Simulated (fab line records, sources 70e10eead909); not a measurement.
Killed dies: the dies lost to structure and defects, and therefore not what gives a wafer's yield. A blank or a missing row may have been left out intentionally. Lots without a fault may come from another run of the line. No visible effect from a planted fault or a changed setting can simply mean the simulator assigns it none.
What tool caused it? ; flow nandHarc ; 18 wafers from 6 lots sampled at 5 of the route's 1302 steps

## WHAT EACH GAUGE READ, for each wafer
NHARC_END_SORT_01.
lot;measured;on;killedAtArray
L214;day 25 17:38;prober-01;36 662 27
L224;day 30 07:26;prober-01;41 50 48
L230;day 33 04:06;prober-01;88 78 66

## EACH LOT AND THE TOOL THAT RAN IT (in order: tool; ch and the chambers of the sampled wafers; start)
lot;NHARC_A_STAIRCASE_TRIM_198;NHARC_A_STAIRCASE_ETCH_203;NHARC_A_STAIRCASE_ETCH_232;NHARC_A_STAIRCASE_TRIM_233
L211;rieDiel-10 ch 1,3, day 16 13:43 or earlier;rieDiel-10 ch 2,3, day 16 13:43 or earlier;rieDiel-10 ch 1,2,3, day 16 13:43 or earlier;rieDiel-10 ch 2,3, day 16 13:43
L214;rieDiel-01 ch 1,2, day 17 16:14 or earlier;rieDiel-01 ch 0,1,3, day 17 16:14 or earlier;rieDiel-10 ch 1,2, day 17 16:14 or earlier;rieDiel-10 ch 0,1,3, day 17 16:14
L224;rieDiel-02 ch 0,2,3, day 22 05:48 or earlier;rieDiel-02 ch 0,1, day 22 05:48 or earlier;rieDiel-01 ch 1,2,3, day 22 05:48 or earlier;rieDiel-01 ch 1,2,3, day 22 05:48
L229;rieDiel-02 ch 0,1,3, day 23 20:49 or earlier;rieDiel-02 ch 0,1,2, day 23 20:49 or earlier;rieDiel-01 ch 0,1,2, day 23 20:49 or earlier;rieDiel-01 ch 0,2, day 23 20:49
L230;rieDiel-10 ch 0,1,2, day 24 23:25 or earlier;rieDiel-10 ch 0,1,2, day 24 23:25 or earlier;rieDiel-01 ch 1,2,3, day 24 23:25 or earlier;rieDiel-01 ch 2,3, day 24 23:25
L232;rieDiel-02 ch 0,2, day 25 09:56 or earlier;rieDiel-02 ch 0,1,2, day 25 09:56 or earlier;rieDiel-02 ch 1,2,3, day 25 09:56 or earlier;rieDiel-02 ch 2,3, day 25 09:56
- NHARC_A_STAIRCASE_TRIM_198: chemistry O2, time 211.2 s.
- NHARC_A_STAIRCASE_ETCH_203: etches the open film in C4F8/O2, target depth 100 nm, time 40.5 s.
- NHARC_A_STAIRCASE_ETCH_232: etches the open film in C4F8/O2, target depth 100 nm, time 40.5 s.
- NHARC_A_STAIRCASE_TRIM_233: chemistry O2, time 211.2 s.

## THE ANSWER, worked out from the rows above alone
Rule: the lots themselves supply what counts as usual. The widest of any qualifying gaps counts: lots, ordered by their means at a reading, are off when they make up no more than a third of the lots, leave a main group of 4 or more, and stand apart from it by 3 or more times the standard deviation of that group's means. A main group whose means are all the same, to the digits that the tables above print for the reading, isn't used. Also off: a lot with no number at a reading for which 4 or more lots have one. Where the step has rows for the other lots, those lots are counted as sound.
Across all readings shown, no lot is off: no conclusion can be drawn from this.

## WHAT WAS PUT IN BY THE SIMULATOR
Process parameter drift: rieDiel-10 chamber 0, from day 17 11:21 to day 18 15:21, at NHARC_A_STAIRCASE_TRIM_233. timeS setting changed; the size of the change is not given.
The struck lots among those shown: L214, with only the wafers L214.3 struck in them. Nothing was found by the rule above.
